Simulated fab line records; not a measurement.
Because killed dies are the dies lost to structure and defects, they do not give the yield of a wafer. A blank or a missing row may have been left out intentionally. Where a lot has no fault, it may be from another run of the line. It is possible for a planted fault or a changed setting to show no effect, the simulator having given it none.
Which tool did it? / flow n5Finfet / 6 lots, 16 wafers sampled, at 3 steps of a route of 1938

== WHAT THE GAUGES SHOWED, per wafer ==
N5_BEOL_M10_CD_MEAS_11: target cd 64.1 nm.
lot=L901; measured=day 17 14:52; on=cdSem-01; cdNm (nm)=63.5 64.7 63.6
lot=L911; measured=day 18 04:57; on=cdSem-02; cdNm (nm)=63.9 63.8 64.0
lot=L910; measured=day 19 16:29; on=cdSem-01; cdNm (nm)=64.6 63.7 64.0
lot=L914; measured=day 20 00:17; on=cdSem-01; cdNm (nm)=63.9 63.6 63.7
lot=L915; measured=day 20 08:27; on=cdSem-03; cdNm (nm)=63.9 63.7
lot=L920; measured=day 21 07:57; on=cdSem-03; cdNm (nm)=64.5 63.9

== WHICH TOOL RAN EACH LOT (tool, then ch and the chambers of the sampled wafers, then the start) ==
lot=L901; N5_BEOL_M10_PECVD_70=pecvd-04 ch 0,1,2, day 17 10:03; N5_BEOL_M10_HM_DEP_02=pvdSputter-02, day 17 14:22
lot=L911; N5_BEOL_M10_PECVD_70=pecvd-02 ch 0,1,2, day 18 00:15; N5_BEOL_M10_HM_DEP_02=pvdSputter-02, day 18 04:27
lot=L910; N5_BEOL_M10_PECVD_70=pecvd-04 ch 1,2, day 19 11:38; N5_BEOL_M10_HM_DEP_02=pvdSputter-03, day 19 15:55
lot=L914; N5_BEOL_M10_PECVD_70=pecvd-04 ch 0,2, day 19 21:29; N5_BEOL_M10_HM_DEP_02=pvdSputter-03, day 19 23:47
lot=L915; N5_BEOL_M10_PECVD_70=pecvd-03 ch 1,2, day 20 06:04; N5_BEOL_M10_HM_DEP_02=pvdSputter-01, day 20 07:56
lot=L920; N5_BEOL_M10_PECVD_70=pecvd-02 ch 1,2, day 21 06:41; N5_BEOL_M10_HM_DEP_02=pvdSputter-03, day 21 07:35
- N5_BEOL_M10_PECVD_70: deposits SiO2 from TEOS/O2, target thk 20 nm, time 22.7 s.
- N5_BEOL_M10_HM_DEP_02: deposits TiN, target thk 20 nm.

== THE ANSWER, worked out from the rows above alone ==
Rule: the lots themselves supply what counts as usual. Put in order of their means at a reading, lots are off if they are a third of the lots or fewer, leave a main group of 4 or more, and stand apart from it by a gap of 3 or more times the standard deviation of the main group's means; of several such gaps the widest counts. The tables above print the reading to a certain number of digits; a main group whose means all agree to those digits is not used. Also off: a lot with no number at a reading for which 4 or more lots have one. Any other lot the step has rows for is counted as sound.
Nothing can be told from this: no lot is off at any reading shown.

== WHAT HAD BEEN PUT IN BY THE SIMULATOR ==
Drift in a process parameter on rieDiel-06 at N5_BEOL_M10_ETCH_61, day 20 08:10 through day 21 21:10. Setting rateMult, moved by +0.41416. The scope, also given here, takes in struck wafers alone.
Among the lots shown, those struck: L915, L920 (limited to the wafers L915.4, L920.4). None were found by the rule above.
